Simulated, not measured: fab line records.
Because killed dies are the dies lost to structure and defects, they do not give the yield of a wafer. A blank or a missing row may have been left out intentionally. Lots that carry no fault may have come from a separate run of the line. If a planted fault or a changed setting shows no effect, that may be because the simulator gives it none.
fab line records	flow n5-finfet
record lots=10	wafers=30	last-day=18
route steps=1938 shown ZERO_LAYER@17 WELL_APT@29 BEOL_M4@1111 PASSIVATION@1936
lots untouched by any fault: they come from a run of this same line in which no faults occurred
start-h: the number of hours between the record's first day and the start of the first shown wafer of the lot	wait-h: hours since the lot's step before	" identical to the entry in the row above	L1.1+2: a row that stands for several wafers	- value missing, or start not given	* or withheld: withheld	< > ~ a bound
route shown NAME@n: a module of which the file shows steps, and the number in the route of the first	usual: the fault-free wafers' mean and standard deviation	same: alike in all rows	chamber/n: place in a boat	sites: per-site readings	_std_site: their standard deviation	_edge_site: outer sites' mean less inner sites'	radius-mm: how far each site lies from the wafer's centre	mask NAME#n: copy n	behind: the tool/chamber that last shaped the wafer	hold: the reason the lot was held/the length of the hold in hours/how it ended	device: which transistor (n, p or np) failed to switch	end of line: tests of these same wafers at the route's end	a step with no rows: only its recipe	killed: count of dies lost to structure and defects at first sort (not the wafer's yield)	map: shows each die of a wafer: x if killed, . if not, _ if none is there
set.NAME: the setting as run; set.NAME@STEP: as run at that earlier step	model.NAME: the simulator's own value behind a step, which no gauge read
steps of the route over a sample of lots; a table a step, a row a wafer
services: a tool's chamber out of use, with start hour (start-h, from the record's first day; less than 0 if before it), hours out, and reason
## steps
# step N5_ZERO_LAYER_STRIP_24
# recipe chemistry=O2	power-w=1000	temp-c=250	overash-fraction=0.3	pressure-mtorr=1000	o2-flow-sccm=6750
# usual drypump-motor-current-A=5.7/0.31	heater-power-w=323/30	oes-product-au=0.647/0.0044	strip-time-to-endpoint-s=43.85/0.087
lot.wafer	tool	chamber	start-h	wait-h	drypump-motor-current-A	heater-power-w	oes-product-au	rf-hours-counter-h	strip-time-to-endpoint-s
L170.3	plasma-asher-01	1	25.07	0.1	5.9	324	0.643	-	43.84
L170.4	"	0	"	"	5.7	292	0.646	-	43.82
L170.5	"	1	"	"	5.9	332	0.654	-	43.81
L173.3	plasma-asher-01	0	42.91	0.1	5.7	298	0.655	-	43.94
L173.4	"	1	"	"	5.9	324	0.651	-	43.82
L173.6	"	0	"	"	5.7	301	0.642	-	43.72
L175.1	plasma-asher-01	0	55.02	0.1	5.7	294	0.650	88	43.94
L175.3	"	0	"	"	5.7	298	0.648	-	43.84
L175.5	"	0	"	"	5.7	295	0.649	-	43.97
L176.1	plasma-asher-01	1	61.24	0.1	5.8	327	0.648	89	44.09
L176.2	"	0	"	"	5.7	301	0.644	89	43.98
L176.3	"	1	"	"	5.9	328	0.650	-	44.02
L177.2	plasma-asher-01	0	66.89	0.1	5.7	287	0.647	90	43.83
L177.3	"	0	"	"	5.7	304	0.648	-	43.76
L177.5	"	1	"	"	5.9	319	0.651	-	43.81
L179.3	plasma-asher-01	0	78.95	0.1	5.7	291	0.645	-	43.99
L179.4	"	1	"	"	5.9	319	0.639	-	43.86
L179.6	"	1	"	"	5.9	320	0.639	-	43.88
L181.2	plasma-asher-01	1	91.05	0.1	5.9	310	0.651	95	43.92
L181.5	"	0	"	"	5.7	302	0.647	-	43.89
L181.6	"	1	"	"	5.9	326	0.655	-	43.90
L184.2	plasma-asher-02	0	109.63	0.1	5.9	387	0.649	40	43.87
L184.4	"	0	"	"	5.9	392	0.644	-	43.89
L184.6	"	0	"	"	5.9	377	0.647	-	43.95
L186.2	plasma-asher-01	0	121.16	0.1	5.7	300	0.644	101	43.64
L186.4	"	0	"	"	5.7	296	0.647	-	43.72
L186.6	"	1	"	"	5.9	318	0.652	-	43.62
L191.2	plasma-asher-02	1	151.04	0.1	5.0	311	0.638	48	43.87
L191.4	"	1	"	"	5.0	318	0.648	-	43.92
L191.6	"	0	"	"	5.9	389	0.645	-	43.83
# step N5_WELL_APT_OVL_MEAS_09
# recipe points-per-wafer=44
# usual NWELL_OVL=-3/5.1
lot.wafer	tool	chamber	start-h	wait-h	NWELL_OVL[nm]
L170.3	overlay-01	0	25.87	0.0	-5
L170.4	"	0	"	"	6
L170.5	"	0	"	"	-1
L173.3	overlay-02	0	43.59	0.0	-3
L173.4	"	0	"	"	-6
L173.6	"	0	"	"	-1
L175.1	overlay-02	0	55.71	0.0	-6
L175.3	"	0	"	"	-8
L175.5	"	0	"	"	-3
L176.1	overlay-01	0	61.96	0.0	-6
L176.2	"	0	"	"	2
L176.3	"	0	"	"	-5
L177.2	overlay-02	0	67.59	0.0	-7
L177.3	"	0	"	"	-6
L177.5	"	0	"	"	0
L179.3	overlay-01	0	79.76	0.0	6
L179.4	"	0	"	"	0
L179.6	"	0	"	"	3
L181.2	overlay-02	0	91.76	0.0	0
L181.5	"	0	"	"	-2
L181.6	"	0	"	"	-3
L184.2	overlay-02	0	110.47	0.0	-4
L184.4	"	0	"	"	0
L184.6	"	0	"	"	-1
L186.2	overlay-01	0	121.85	0.0	-2
L186.4	"	0	"	"	3
L186.6	"	0	"	"	8
L191.2	overlay-02	0	151.86	0.0	-9
L191.4	"	0	"	"	2
L191.6	"	0	"	"	7
# step N5_WELL_APT_IMPLANT_15
# recipe species=As	energy-kev=25	dose-cm2=1.5e+13	tilt-deg=0	rotation-deg=0
# usual dose-ions-cm2=1.4998e+13/1.5e+10	faraday-current-uA=190/4	rotation-deg=-0.003/0.02
lot.wafer	tool	chamber	start-h	wait-h	dose-ions-cm2	faraday-current-uA	rotation-deg
L170.3	implanter-02	0	26.32	0.1	1.5006e+13	195	-0.020
L170.4	"	0	"	"	1.5017e+13	191	-0.003
L170.5	"	0	"	"	1.5012e+13	187	-0.042
L173.3	implanter-01	0	43.98	0.1	1.4985e+13	188	-0.050
L173.4	"	0	"	"	1.5007e+13	187	-0.014
L173.6	"	0	"	"	1.4995e+13	188	-0.029
L175.1	implanter-02	0	56.05	0.1	1.5e+13	184	-0.018
L175.3	"	0	"	"	1.4991e+13	188	0.011
L175.5	"	0	"	"	1.4968e+13	191	-0.014
L176.1	implanter-01	0	62.31	0.1	1.5002e+13	191	-0.001
L176.2	"	0	"	"	1.4979e+13	191	-0.005
L176.3	"	0	"	"	1.5023e+13	196	-0.012
L177.2	implanter-01	0	68.14	0.1	1.4988e+13	188	-0.018
L177.3	"	0	"	"	1.5007e+13	184	0.002
L177.5	"	0	"	"	1.4991e+13	191	0.009
L179.3	implanter-02	0	80.15	0.1	1.5003e+13	191	-0.015
L179.4	"	0	"	"	1.4993e+13	186	-0.009
L179.6	"	0	"	"	1.5005e+13	186	0.010
L181.2	implanter-01	0	92.27	0.1	1.5009e+13	195	0.006
L181.5	"	0	"	"	1.4985e+13	187	0.029
L181.6	"	0	"	"	1.4976e+13	191	0.012
L184.2	implanter-02	0	110.85	0.1	1.1758e+13	159	-0.004
L184.4	"	0	"	"	1.1789e+13	149	0.000
L184.6	"	0	"	"	1.1804e+13	151	-0.029
L186.2	implanter-02	0	122.39	0.1	1.177e+13	150	-0.004
L186.4	"	0	"	"	1.1805e+13	150	-0.028
L186.6	"	0	"	"	1.1792e+13	152	0.002
L191.2	implanter-01	0	152.23	0.1	1.5027e+13	194	-0.011
L191.4	"	0	"	"	1.5025e+13	193	0.006
L191.6	"	0	"	"	1.4998e+13	182	-0.017
# step N5_WELL_APT_INSPECT_27
# recipe mode=adi	inspect-instrument=macro
# usual raw-defect-count=2.0/1.4
lot.wafer	tool	chamber	start-h	wait-h	raw-defect-count
L170.3	defect-inspect-01	-	27.22	0.0	3
L170.4	"	-	"	"	3
L170.5	"	-	"	"	5
L173.3	defect-inspect-01	-	44.86	0.0	2
L173.4	"	-	"	"	3
L173.6	"	-	"	"	3
L175.1	defect-inspect-02	-	56.86	0.0	2
L175.3	"	-	"	"	7
L175.5	"	-	"	"	2
L176.1	defect-inspect-02	-	63.26	0.0	3
L176.2	"	-	"	"	2
L176.3	"	-	"	"	2
L177.2	defect-inspect-02	-	69.04	0.0	3
L177.3	"	-	"	"	2
L177.5	"	-	"	"	3
L179.3	defect-inspect-02	-	81.03	0.0	2
L179.4	"	-	"	"	1
L179.6	"	-	"	"	3
L181.2	defect-inspect-02	-	93.05	0.0	0
L181.5	"	-	"	"	0
L181.6	"	-	"	"	0
L184.2	defect-inspect-02	-	111.94	0.0	0
L184.4	"	-	"	"	1
L184.6	"	-	"	"	4
L186.2	defect-inspect-01	-	123.29	0.0	2
L186.4	"	-	"	"	2
L186.6	"	-	"	"	1
L191.2	defect-inspect-02	-	153.01	0.0	1
L191.4	"	-	"	"	2
L191.6	"	-	"	"	4
# step N5_BEOL_M4_RC_MEAS_101
# usual CJ_P=5.81/0.2	DIBL_N=36.5/1.8	DIBL_P=36.5/2.1	IOFF_N=0.17/0.031	IOFF_P=0.22/0.036	ION_N=677/11	ION_P=463/8	SS_N=71.6/0.61	SS_P=73.3/0.63	VT_N=249/3.1	VT_P=-250/3.3
lot.wafer	tool	chamber	start-h	wait-h	CJ_P	DIBL_N[mV/V]	DIBL_P[mV/V]	IOFF_N[nA/um]	IOFF_P[nA/um]	ION_N[uA/um]	ION_P[uA/um]	SS_N[mV/dec]	SS_P[mV/dec]	VT_N[mV]	VT_P[mV]
L170.3	prober-01	0	180.90	0.3	5.68	34.9	36.3	0.16	0.17	684	455	71.6	73.8	249	-252
L170.4	"	0	"	"	5.44	37.1	39.6	0.19	0.23	679	464	71.9	74.0	246	-251
L170.5	"	0	"	"	5.46	34.9	36.8	0.16	0.18	673	457	71.8	72.7	249	-255
L173.3	prober-01	0	202.24	0.3	5.64	38.5	38.5	0.21	0.26	694	476	72.0	73.7	242	-245
L173.4	"	0	"	"	6.18	34.7	34.7	0.14	0.20	681	468	71.0	72.8	250	-248
L173.6	"	0	"	"	6.12	36.1	35.5	0.15	0.20	679	469	71.7	73.1	250	-249
L175.1	prober-01	0	211.96	0.0	5.74	36.8	35.8	0.16	0.21	675	460	71.4	73.3	248	-249
L175.3	"	0	"	"	5.39	33.8	32.8	0.12	0.16	673	459	71.0	72.4	251	-254
L175.5	"	0	"	"	5.75	35.6	34.7	0.15	0.19	670	461	71.0	72.5	249	-248
L176.1	prober-02	0	219.61	0.0	5.76	35.0	34.7	0.15	0.20	676	462	71.1	73.3	247	-251
L176.2	"	0	"	"	5.73	35.3	34.6	0.16	0.20	677	465	70.5	72.5	246	-251
L176.3	"	0	"	"	5.90	36.3	35.7	0.16	0.21	678	462	71.2	73.3	250	-251
L177.2	prober-01	0	219.91	0.2	5.61	35.8	36.4	0.17	0.23	672	466	71.5	73.6	248	-248
L177.3	"	0	"	"	5.87	34.3	34.1	0.15	0.21	671	465	70.8	72.8	246	-248
L177.5	"	0	"	"	5.65	36.0	36.2	0.17	0.24	672	467	71.8	74.1	248	-245
L179.3	prober-02	0	243.60	0.3	5.91	35.7	35.2	0.16	0.19	669	458	71.8	72.9	249	-252
L179.4	"	0	"	"	6.13	35.7	35.7	0.16	0.20	676	461	71.6	73.1	248	-251
L179.6	"	0	"	"	6.07	38.2	37.1	0.19	0.22	681	461	71.7	73.4	249	-252
L181.2	prober-02	0	247.60	0.2	5.60	38.1	37.8	0.17	0.20	675	452	72.2	73.4	251	-251
L181.5	"	0	"	"	5.74	38.4	38.9	0.19	0.23	684	464	72.9	74.0	248	-251
L181.6	"	0	"	"	5.85	34.5	34.7	0.12	0.16	672	462	71.4	73.6	252	-255
L184.2	prober-01	0	271.61	0.2	5.09	36.3	36.8	0.15	0.21	667	457	71.2	73.0	251	-250
L184.4	"	0	"	"	5.30	35.7	34.8	0.13	0.17	663	461	70.9	72.3	252	-252
L184.6	"	0	"	"	5.46	38.1	38.8	0.18	0.24	690	464	71.9	73.2	249	-249
L186.2	prober-02	0	277.49	0.2	5.38	38.7	39.6	0.19	0.25	680	469	71.8	73.7	247	-249
L186.4	"	0	"	"	5.07	35.6	35.5	0.13	0.19	669	461	71.8	73.0	253	-252
L186.6	"	0	"	"	5.49	38.0	37.8	0.17	0.23	669	461	72.6	73.2	249	-249
L191.2	prober-01	0	335.20	0.2	5.72	37.0	35.4	0.15	0.20	662	456	72.7	72.6	253	-251
L191.4	"	0	"	"	6.18	40.1	39.8	0.20	0.28	673	465	72.6	74.4	251	-245
L191.6	"	0	"	"	5.86	38.5	38.1	0.18	0.25	667	461	71.9	73.8	248	-247
# step N5_PASSIVATION_PROBE_49
# usual defect-limited-yield=91.4/1.5	killed_at_M0_to_M3=35/11	killed_at_M4_up=16/7	killed-at-contacts=11/5.3	killed-at-front-end=37/11	killed-at-other=3.1/2.8	killed-dies=102/18	killed-open=69/15	killed-short=31/7.8	sort_bin_5_function=5.1/1.1	sort_bin_6_memory=3.2/0.69	sort-n-pass=1078/18	sort-yield-pct=91.4/1.5
# same gross-dies=1180	killed-at-back-side=0	sort_bin_4_leakage[%]=0	sort_bin_8_speed[%]=0
lot.wafer	tool	chamber	start-h	wait-h	defect-limited-yield[%]	killed_at_M0_to_M3	killed_at_M4_up	killed-at-contacts	killed-at-front-end	killed-at-other	killed-dies	killed-open	killed-short	sort_bin_5_function[%]	sort_bin_6_memory[%]	sort-n-pass	sort-yield-pct[%]
L179.3	prober-02	-	346.09	0.1	90.9	45	9	16	35	2	107	54	50	5.0	3.7	1073	90.9
L179.4	prober-02	-	346.14	0.2	92.3	37	21	8	24	1	91	65	26	4.2	3.2	1089	92.3
L186.2	prober-01	-	390.83	0.1	91.3	44	11	11	33	4	103	71	32	4.7	3.6	1077	91.3
L186.4	prober-01	-	390.93	0.2	93.9	27	10	9	19	7	72	52	20	4.2	1.4	1108	93.9
L186.6	prober-01	-	391.03	0.3	92.7	16	17	17	34	2	86	57	28	4.2	3.0	1094	92.7
# killed by level:class
L179.3 MOL_CONTACT_COAG:geometric-particle:open=12 BEOL_M0_SAQP:geometric-particle:short=12 BEOL_M3:geometric-particle:short=10 FIN_SAQP:geometric-particle:open=8 BEOL_M3:geometric-particle:open=6 FIN_SAQP:geometric-particle:short=5 BEOL_M0_SAQP:geometric-particle:open=5 GATE_CUT:geometric-particle:short=4
L179.4 BEOL_M2:geometric-particle:open=13 BEOL_M4:geometric-particle:open=10 BEOL_M1:geometric-particle:open=7 BEOL_M0_SAQP:geometric-particle:open=6 MOL_CONTACT_COAG:geometric-particle:open=5 STI_FIN_REVEAL:geometric-particle:open=4 MOL_CONTACT_COAG:geometric-particle:short=3 BEOL_M0:geometric-particle:open=3
L186.2 STI_FIN_REVEAL:geometric-particle:open=11 BEOL_M0_SAQP:geometric-particle:short=11 MOL_CONTACT_COAG:geometric-particle:open=10 BEOL_M2:geometric-particle:open=9 BEOL_M0_SAQP:geometric-particle:open=8 BEOL_M3:geometric-particle:open=6 FIN_SAQP:geometric-particle:short=5 BEOL_M4:geometric-particle:open=5
L186.4 MOL_CONTACT_COAG:geometric-particle:open=8 BEOL_M0_SAQP:geometric-particle:open=7 BEOL_M4:geometric-particle:open=7 BEOL_M2:geometric-particle:open=5 BEOL_M0:geometric-particle:open=4 BEOL_M3:geometric-particle:open=4 FIN_SAQP:geometric-particle:open=3 FIN_SAQP:geometric-particle:short=3
L186.6 MOL_CONTACT_COAG:geometric-particle:open=12 FIN_SAQP:geometric-particle:short=6 STI_FIN_REVEAL:geometric-particle:open=6 FIN_SAQP:geometric-particle:open=5 DUMMY_GATE:geometric-particle:open=5 MOL_CONTACT_COAG:geometric-particle:short=5 BEOL_M4:geometric-particle:open=5 BEOL_M0_SAQP:geometric-particle:short=4
## services
tool	chamber	start-h	hours	kind
implanter-02	-	36.02	4.0	pm
plasma-asher-01	-	105.82	1.8	repair
## key
first-sign step=N5_WELL_APT_IMPLANT_15	reading=dose-ions-cm2	direction=down	sigmas=99+	usual=1.4998e+13	struck=1.1786e+13
effect step=N5_WELL_APT_IMPLANT_15	reading=faraday-current-uA	direction=down	sigmas=9.6	usual=190	struck=152
effect step=N5_BEOL_M4_RC_MEAS_101	reading=CJ_P	direction=down	sigmas=2.6	usual=5.81	struck=5.30
met-at N5_WELL_APT_IMPLANT_15
struck-lots L184,L186
not-acting-at N5_ZERO_LAYER_STRIP_24,N5_WELL_APT_OVL_MEAS_09,N5_WELL_APT_INSPECT_27
onset-between 80.15 110.85
fault kind=process-parameter-drift	tool=implanter-02	chamber=-	onset-h=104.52	steps=N5_WELL_APT_IMPLANT_15	channel=dose-cm2	offset=-3.2091e+12	shape=step	end-h=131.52	acts-in=these-recipes-only	stated=1.5e+13
